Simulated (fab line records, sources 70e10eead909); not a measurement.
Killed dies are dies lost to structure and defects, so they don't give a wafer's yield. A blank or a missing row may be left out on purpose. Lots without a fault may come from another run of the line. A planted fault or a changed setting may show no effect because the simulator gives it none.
A sampling plan put to the test | flow nand_harc | one fab line, 16 faults that these records tell of, each judged on the records of the lots that it struck
The plan is the line's own looks: the steps of the route at which a gauge or an inspection reads the wafer and doesn't change it. A look can be judged if struck wafers have a number there and the file gives its usual mean and standard deviation on fault-free wafers. Caught: at a look after the fault's first step, the mean of the struck wafers lies 4 or more of those standard deviations (sigma) from the usual mean. On the tool: the same test on the tool's own readings at the fault's steps. Another recipe on the struck wafers, or a record that is blank for them alone, also counts as caught.

THE FAULTS, as the simulator had put them in
1. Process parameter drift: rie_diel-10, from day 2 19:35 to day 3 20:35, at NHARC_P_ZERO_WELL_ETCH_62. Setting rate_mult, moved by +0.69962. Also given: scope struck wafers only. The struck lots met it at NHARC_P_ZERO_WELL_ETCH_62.
2. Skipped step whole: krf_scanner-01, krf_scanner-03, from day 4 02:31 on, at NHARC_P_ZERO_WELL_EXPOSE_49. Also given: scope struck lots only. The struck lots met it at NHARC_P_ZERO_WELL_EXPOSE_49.
3. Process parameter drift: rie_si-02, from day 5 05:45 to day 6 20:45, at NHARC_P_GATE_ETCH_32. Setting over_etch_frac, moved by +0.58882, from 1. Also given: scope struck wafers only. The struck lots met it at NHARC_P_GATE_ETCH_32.
4. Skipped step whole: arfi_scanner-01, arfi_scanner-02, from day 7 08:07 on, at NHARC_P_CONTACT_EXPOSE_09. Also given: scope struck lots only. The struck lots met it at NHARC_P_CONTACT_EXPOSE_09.
5. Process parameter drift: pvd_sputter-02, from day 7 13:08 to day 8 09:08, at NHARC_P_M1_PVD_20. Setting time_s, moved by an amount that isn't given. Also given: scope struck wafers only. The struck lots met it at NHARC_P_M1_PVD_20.
6. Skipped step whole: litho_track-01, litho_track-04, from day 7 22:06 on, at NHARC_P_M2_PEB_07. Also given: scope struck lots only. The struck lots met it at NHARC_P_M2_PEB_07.
7. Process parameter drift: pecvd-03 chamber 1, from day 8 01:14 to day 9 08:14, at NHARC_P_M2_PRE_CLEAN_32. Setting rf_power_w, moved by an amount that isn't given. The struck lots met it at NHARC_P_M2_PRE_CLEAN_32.
8. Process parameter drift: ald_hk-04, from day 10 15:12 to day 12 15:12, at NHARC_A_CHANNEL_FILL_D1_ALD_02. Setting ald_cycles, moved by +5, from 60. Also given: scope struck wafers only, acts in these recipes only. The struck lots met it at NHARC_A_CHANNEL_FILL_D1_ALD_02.
9. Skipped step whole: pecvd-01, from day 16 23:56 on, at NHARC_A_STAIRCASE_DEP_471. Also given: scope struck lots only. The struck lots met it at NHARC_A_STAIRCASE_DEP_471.
10. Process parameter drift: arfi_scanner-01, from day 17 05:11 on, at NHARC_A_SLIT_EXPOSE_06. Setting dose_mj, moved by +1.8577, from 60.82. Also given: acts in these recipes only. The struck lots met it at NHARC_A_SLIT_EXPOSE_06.
11. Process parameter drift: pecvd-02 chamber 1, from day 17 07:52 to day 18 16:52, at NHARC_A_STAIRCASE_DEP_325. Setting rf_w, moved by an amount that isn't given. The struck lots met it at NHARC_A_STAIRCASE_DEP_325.
12. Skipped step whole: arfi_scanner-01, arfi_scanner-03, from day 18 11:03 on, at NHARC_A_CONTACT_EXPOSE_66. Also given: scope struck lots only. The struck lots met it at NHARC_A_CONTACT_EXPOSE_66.
13. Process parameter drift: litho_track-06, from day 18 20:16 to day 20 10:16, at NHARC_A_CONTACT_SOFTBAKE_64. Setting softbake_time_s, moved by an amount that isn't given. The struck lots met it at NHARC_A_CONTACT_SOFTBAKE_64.
14. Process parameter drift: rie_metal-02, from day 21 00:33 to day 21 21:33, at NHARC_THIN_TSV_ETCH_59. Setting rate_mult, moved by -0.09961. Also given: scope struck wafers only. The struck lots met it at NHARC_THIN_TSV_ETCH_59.
15. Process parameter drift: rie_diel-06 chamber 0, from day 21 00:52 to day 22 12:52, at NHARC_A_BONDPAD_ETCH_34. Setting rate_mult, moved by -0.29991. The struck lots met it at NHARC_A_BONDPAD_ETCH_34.
16. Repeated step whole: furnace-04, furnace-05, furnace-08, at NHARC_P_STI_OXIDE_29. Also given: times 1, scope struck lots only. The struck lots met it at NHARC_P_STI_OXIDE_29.

WHAT THE PLAN SAW
fault | on the tool itself                               | first look that catches it                   | reading, sigma                                           | median hours from its first step to that look | hours from the fault's start to the first struck lot there | judged looks passed uncaught
1     | oes_product_au +22 sigma                         | not the one look that can be judged after it | -                                                        | -                                             | -                                                          | 1
2     | no reading that can be judged                    | no look after it can be judged               | -                                                        | -                                             | -                                                          | 0
3     | under 2 sigma                                    | not the one look that can be judged after it | -                                                        | -                                             | -                                                          | 1
4     | no reading that can be judged                    | no look after it can be judged               | -                                                        | -                                             | -                                                          | 0
5     | under 2 sigma                                    | not the one look that can be judged after it | strongest: killed_dies at NHARC_END_SORT_01, +2.8        | -                                             | -                                                          | 1
6     | the tool's record is blank for the struck wafers | no look after it can be judged               | -                                                        | -                                             | -                                                          | 0
7     | rf_fwd_power_W -53 sigma                         | not the one look that can be judged after it | -                                                        | -                                             | -                                                          | 1
8     | under 2 sigma                                    | not the one look that can be judged after it | -                                                        | -                                             | -                                                          | 1
9     | the tool's record is blank for the struck wafers | no look after it can be judged               | -                                                        | -                                             | -                                                          | 0
10    | exposure_dose_mJ_cm2 +25 sigma                   | not the one look that can be judged after it | -                                                        | -                                             | -                                                          | 1
11    | rf_fwd_power_W +37 sigma                         | no look after it can be judged               | -                                                        | -                                             | -                                                          | 0
12    | no reading that can be judged                    | no look after it can be judged               | -                                                        | -                                             | -                                                          | 0
13    | heater_power_total_W +99 or beyond sigma         | not the one look that can be judged after it | -                                                        | -                                             | -                                                          | 1
14    | oes_product_au -6.3 sigma                        | no look after it can be judged               | -                                                        | -                                             | -                                                          | 0
15    | oes_product_au -15 sigma                         | not the one look that can be judged after it | strongest: sort_rim_yield_pct at NHARC_END_SORT_01, -2.3 | -                                             | -                                                          | 1
16    | under 2 sigma                                    | not the one look that can be judged after it | -                                                        | -                                             | -                                                          | 1
A dash: the fault isn't caught, or these records don't give the number.

Caught at a look: 0 of 16. Caught on the tool: 9 of 16. By one or the other: 9 of 16.
Caught on the tool alone: faults 1, 6, 7, 9, 10, 11, 13, 14, 15.
Caught by neither: faults 2, 3, 4, 5, 8, 12, 16.
